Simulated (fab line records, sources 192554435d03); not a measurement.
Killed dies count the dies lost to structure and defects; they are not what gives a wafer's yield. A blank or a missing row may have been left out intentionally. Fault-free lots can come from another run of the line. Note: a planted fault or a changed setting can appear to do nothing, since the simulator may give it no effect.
A lot that was struck, set against a sound lot ; flow n5 finfet ; 14 steps out of a route of 1938
Sound: wafers L262.2, L262.4, L262.5. Struck: wafers L254.2, L254.3, L254.5. Last of all comes the cause.
For every step that has rows: the tool of each side, followed by ch and its chambers, followed by its first start. Under that, the readings that differ: sound wafers ; struck wafers ; difference of the means ; sigmas: that difference in standard deviations of wafers without a fault.
alike: readings whose means differ by less than 2 such deviations, and words and numbers that are the same on both sides. not compared: withheld readings, readings that some wafer has no value for, bounds like >300 that may hide the same value, and numbers for which the record gives no deviation and whose values overlap.
The two part at a step that has a row with sigmas, a row that says differs or no value, or rows on one side only. Non-overlapping numbers with no deviation appear without sigmas and do not part them. A reading that every wafer of one side lacks parts them only if that side has two wafers or more.

first, 3 steps without rows for these wafers: N5_BEOL_M5_EXPOSE_25 (exposes mask V4, defocus 10 nm); N5_BEOL_M5_PEB_26 (peb time 60 s); N5_BEOL_M5_DEVELOP_27 (develop time 30 s).
N5_BEOL_M5_CD_MEAS_28: target cd 30.6 nm, target cd y 20 nm.
  sound on cd sem-02 ch 0, day 14 10:50; struck on cd sem-02 ch 0, day 12 01:40
  alike: cd nm
N5_BEOL_M5_OVL_MEAS_29:
  sound on overlay-01 ch 0, day 14 10:52; struck on overlay-02 ch 0, day 12 01:42
  alike: V4_OVL
N5_BEOL_M5_INSPECT_30: inspects for defects (brightfield).
  sound on defect inspect-02, day 14 10:55; struck on defect inspect-02, day 12 01:46
  alike: raw defect count
N5_BEOL_M5_DESCUM_33: chemistry O2, time 7 s.
  sound on rie diel-06 ch 1,2, day 14 10:57; struck on rie diel-05 ch 0,2, day 12 01:49
  alike: drypump motor current A, oes product au, rf vpp V, showerhead plenum p Torr, throttle valve pct
  not compared: rf hours counter h
N5_BEOL_M5_ETCH_75: etches underlayer in N2/H2, target depth 6.5 nm, time 5.2 s.
  sound on rie diel-06 ch 1,2, day 14 10:59; struck on rie diel-05 ch 0,2, day 12 01:50
  alike: bias w, drypump motor current A, etch rf on time s, oes product au, rf fwd power W, rf vpp V, showerhead plenum p Torr, throttle valve pct
  not compared: rf hours counter h
N5_BEOL_M5_ETCH_67: etches SiARC in CF4, target depth 15.6 nm, time 26 s.
  sound on rie diel-06 ch 1,2, day 14 11:01; struck on rie diel-05 ch 0,2, day 12 01:52
  alike: bias w, drypump motor current A, etch rf on time s, oes product au, rf fwd power W, rf vpp V, showerhead plenum p Torr, throttle valve pct
  not compared: rf hours counter h
N5_BEOL_M5_ETCH_68: etches SOC in N2/H2, target depth 80 nm, overetch 16 nm, time 120 s.
  sound on rie diel-06 ch 1,2, day 14 11:02; struck on rie diel-05 ch 0,2, day 12 01:53
  alike: bias w, drypump motor current A, oes product au, rf fwd power W, rf vpp V, showerhead plenum p Torr, throttle valve pct
  not compared: rf hours counter h
then, 2 steps without rows for these wafers: N5_BEOL_M5_STRIP_69 (strips in N2/H2); N5_BEOL_M5_STRIP_76 (strips in N2/H2).
N5_BEOL_M5_VIA_ETCH_34: etches SiCOH lowk in C4F6/O2, target depth 88.3 nm, time 39.2 s.
  sound on rie diel-06 ch 1,2, day 14 11:08; struck on rie diel-05 ch 0,2, day 12 01:59
reading;sound;struck;difference;sigmas
oes_f_703_au (a.u.);0.75 0.84 0.84;0.54 0.65 0.64;-0.20;-2
rf fwd power W (W);340.9 341.3 340.0;259.5 257.8 257.7;-82.4;-55
rf vpp V (V);662 674 674;758 765 766;+93;+9
model.etch.depth nm (nm);88.19 85.9 86.43;80.22 80.66 80.59;-6.35;
  alike: bias w, drypump motor current A, oes product au, showerhead plenum p Torr, throttle valve pct
  not compared: rf hours counter h, model.SOC_of_BEOL_M5_COAT_65.thk nm
then, 1 step without rows for these wafers: N5_BEOL_M5_STRIP_85 (strips in C4F6/O2).

## WHERE THEY PART
At N5_BEOL_M5_VIA_ETCH_34 and nowhere else, as far as this record goes.

WHY: what had been put in by the simulator
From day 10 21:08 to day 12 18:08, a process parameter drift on rie diel-05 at N5_BEOL_M5_VIA_ETCH_34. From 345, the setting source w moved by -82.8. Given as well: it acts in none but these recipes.
